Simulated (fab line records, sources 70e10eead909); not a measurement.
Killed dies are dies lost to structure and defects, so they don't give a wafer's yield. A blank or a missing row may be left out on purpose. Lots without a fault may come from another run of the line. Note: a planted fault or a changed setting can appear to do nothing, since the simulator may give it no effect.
Which of the tools did it? + flow nand harc + 10 lots, 30 wafers sampled, at 2 steps of a route of 1302

WHAT THE GAUGES SHOWED, per wafer
NHARC_A_CHANNEL_HOLE_D1_CD_MEAS_10 targets a cd of 100 nm.
| lot  | measured     | on        | cd nm (nm)        |
|------|--------------|-----------|-------------------|
| L505 | day 8 19:06  | cd sem-03 | 100.6 100.0 99.9  |
| L506 | day 9 06:55  | cd sem-01 | 100.0 99.4 99.4   |
| L507 | day 10 05:17 | cd sem-01 | 100.4 100.3 100.4 |
| L509 | day 10 18:10 | cd sem-02 | 99.8 99.2 99.5    |
| L511 | day 11 16:59 | cd sem-03 | 100.3 100.0 100.4 |
| L515 | day 13 04:49 | cd sem-02 | 101.0 99.9 99.9   |
| L517 | day 13 15:41 | cd sem-03 | 100.1 99.5 100.0  |
| L525 | day 17 08:25 | cd sem-02 | 110.5 99.2 100.2  |
| L526 | day 17 16:29 | cd sem-02 | 109.3 100.0 98.9  |
| L527 | day 17 21:02 | cd sem-03 | 100.2 99.9 98.8   |

WHICH TOOL RAN EACH LOT (tool, then ch and the chambers of the sampled wafers, then the start)
| lot  | NHARC_A_CHANNEL_HOLE_D1_EXPOSE_07  |
|------|------------------------------------|
| L505 | arfi scanner-03 ch 0, day 8 18:58  |
| L506 | arfi scanner-01 ch 0, day 9 06:46  |
| L507 | arfi scanner-03 ch 0, day 10 05:09 |
| L509 | arfi scanner-02 ch 0, day 10 18:02 |
| L511 | arfi scanner-01 ch 0, day 11 16:51 |
| L515 | arfi scanner-02 ch 0, day 13 04:41 |
| L517 | arfi scanner-02 ch 0, day 13 15:32 |
| L525 | arfi scanner-01 ch 0, day 17 08:16 |
| L526 | arfi scanner-01 ch 0, day 17 16:21 |
| L527 | arfi scanner-02 ch 0, day 17 20:53 |
- NHARC_A_CHANNEL_HOLE_D1_EXPOSE_07: exposes mask HOLE D1, target cd 100 nm.

THE ANSWER, worked out from the rows above alone
Rule: the usual values come from the lots themselves. Put in order of their means at a reading, lots are off if they are a third of the lots or fewer, leave a main group of 4 or more, and stand apart from it by a gap of 3 or more times the standard deviation of the main group's means; of several such gaps the widest counts. If all means in a main group match to the digits the tables above print for the reading, that group is not used. A lot without any number at a reading at which 4 lots or more have one is off too. Where the step has rows for the other lots, those lots are counted as sound.
Off, at NHARC_A_CHANNEL_HOLE_D1_CD_MEAS_10 on cd nm: L525, L526. The main group has a mean of 100.0 nm with a standard deviation of 0.32.
If a tool, at a process step before that reading, ran all the lots that are off and no sound lot after the first of them, it fits. Gauges at NHARC_A_CHANNEL_HOLE_D1_CD_MEAS_10: tried the same way as those tools. Can't be told from this: 2 tools fit, arfi scanner-01 at NHARC_A_CHANNEL_HOLE_D1_EXPOSE_07, cd sem-02 at NHARC_A_CHANNEL_HOLE_D1_CD_MEAS_10.

WHAT THE SIMULATOR HAD INSERTED
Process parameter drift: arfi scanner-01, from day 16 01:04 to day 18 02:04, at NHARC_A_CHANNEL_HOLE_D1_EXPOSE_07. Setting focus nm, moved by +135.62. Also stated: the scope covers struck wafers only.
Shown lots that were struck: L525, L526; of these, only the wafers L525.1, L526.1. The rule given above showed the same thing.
